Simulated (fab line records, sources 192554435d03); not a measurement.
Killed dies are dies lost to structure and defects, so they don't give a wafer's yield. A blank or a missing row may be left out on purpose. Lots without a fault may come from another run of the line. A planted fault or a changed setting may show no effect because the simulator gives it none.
Split-lot experiment | flow n5_finfet | 7 lots, 21 wafers read, on a route of 1938 steps

THE SPLIT
At N5_BEOL_M15_COAT_04 (resist thk 800 nm), the setting spin_rpm was moved away from the recipe's 1704 rpm on 7 of the 21 wafers read, by -8.2% to +6.9%. The other wafers ran this setting at the recipe's value.

FROM THE SPLIT TO THE READING: what the file shows between them, 4 steps
- N5_BEOL_M15_EBR_06
- N5_BEOL_M15_SOFTBAKE_05: time 60 s
- N5_BEOL_M15_DESCUM_15: chemistry O2, time 7.9 s
- N5_BEOL_M15_ETCH_59: etches BARC in N2/H2, target depth 89 nm, overetch 26.7 nm, time 67.9 s

THE READING
coat_of_BEOL_M15_COAT_04.thk_nm (the simulator's own value, which no gauge read), in nm, at N5_BEOL_M15_VIA_ETCH_16 (etches SiO2 in C4F8/O2/Ar, target depth 1792.2 nm). The file gives no usual value for it. The 14 wafers here that ran the recipe average 331.5 nm, standard deviation 6.4 nm.

wafer  | tool, chamber at the split | spin_rpm as run, rpm | against the recipe | coat_of_BEOL_M15_COAT_04.thk_nm, nm | against lot-mates on the recipe
L078.1 | litho_track-05, 0          | 1821                 | +6.9%              | 309.8                               | -18.0
L078.3 | litho_track-05, 0          | 1821                 | +6.9%              | 312.2                               | -15.6
L078.5 | litho_track-05, 0          | 1704                 | recipe             | 327.8                               | -
L081.1 | litho_track-05, 0          | 1565                 | -8.2%              | 367.6                               | +29.2
L081.2 | litho_track-05, 0          | 1704                 | recipe             | 343.2                               | -
L081.5 | litho_track-05, 0          | 1704                 | recipe             | 333.6                               | -
L088.3 | litho_track-04, 0          | 1704                 | recipe             | 332.8                               | -
L088.5 | litho_track-04, 0          | 1704                 | recipe             | 321.8                               | -
L088.6 | litho_track-04, 0          | 1704                 | recipe             | 327.4                               | -
L093.3 | litho_track-03, 0          | 1704                 | recipe             | 330                                 | -
L093.6 | litho_track-03, 0          | 1704                 | recipe             | 330                                 | -
L093.5 | litho_track-03, 0          | 1704                 | recipe             | 323.4                               | -
L094.1 | litho_track-04, 0          | 1704                 | recipe             | 336.4                               | -
L094.2 | litho_track-04, 0          | 1704                 | recipe             | 329.6                               | -
L094.6 | litho_track-04, 0          | 1704                 | recipe             | 324.2                               | -
L096.1 | litho_track-03, 0          | 1776                 | +4.2%              | 320.6                               | -18.6
L096.2 | litho_track-03, 0          | 1704                 | recipe             | 339.2                               | -
L096.6 | litho_track-03, 0          | 1776                 | +4.2%              | 318.6                               | -20.6
L097.1 | litho_track-05, 0          | 1756                 | +3.1%              | 321.8                               | -19.4
L097.2 | litho_track-05, 0          | 1704                 | recipe             | 341.2                               | -
L097.5 | litho_track-05, 0          | 1756                 | +3.1%              | 316.6                               | -24.6

THE FIT
A straight line over all 21 wafers: coat_of_BEOL_M15_COAT_04.thk_nm changes by -3.57 nm for each +1% of spin_rpm; r = -0.89; the points scatter about the line by 6 nm.
The same after taking each lot's own level away (the mean of its wafers on the recipe; 21 wafers): -3.5 nm for each +1%; r = -0.89; scatter 5.7 nm.
On that fit, the largest move of spin_rpm shifts the reading by 29 nm.
The lots' own levels span 327.33 to 341.20 nm, that is 2.2 times the standard deviation above.
So the lot-to-lot level changes the slope little: the two slopes agree.
Check: with one of the wafers moved furthest among these (-8.2%) left out of the fit, the line predicts +26.4 nm for it against its lot-mates. It came out at +29.2 nm against them.

OTHER SPLITS ON THESE WAFERS
These wafers also went through other splits before the reading. Each is held against what the fit with the lots' levels taken away leaves over:
other split on the same wafers | wafers away from the commonest value | r with coat_of_BEOL_M15_COAT_04.thk_nm (lot level and that fit taken away)
N5_BEOL_M13_EXPOSE_07 dose_mj  | 6                                    | +0.29

THE WHOLE CHAIN: every reading that the file lists as answering this split, in the file's order
step                    | what it does                                      | reading                                                                          | change (the file's fit)              | r (the file's)
N5_BEOL_M15_COAT_04     | resist thk 800 nm                                 | coat_of_BEOL_M15_COAT_04.thk_nm (the simulator's own value, which no gauge read) | -4.16 nm for each +1% of the setting | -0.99
N5_BEOL_M15_VIA_ETCH_16 | etches SiO2 in C4F8/O2/Ar, target depth 1792.2 nm | coat_of_BEOL_M15_COAT_04.thk_nm (the simulator's own value, which no gauge read) | -3.57 nm for each +1% of the setting | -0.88

THE FILE'S OWN FIT
coat_of_BEOL_M15_COAT_04.thk_nm changes by -3.57 nm for each +1% of spin_rpm, r = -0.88.
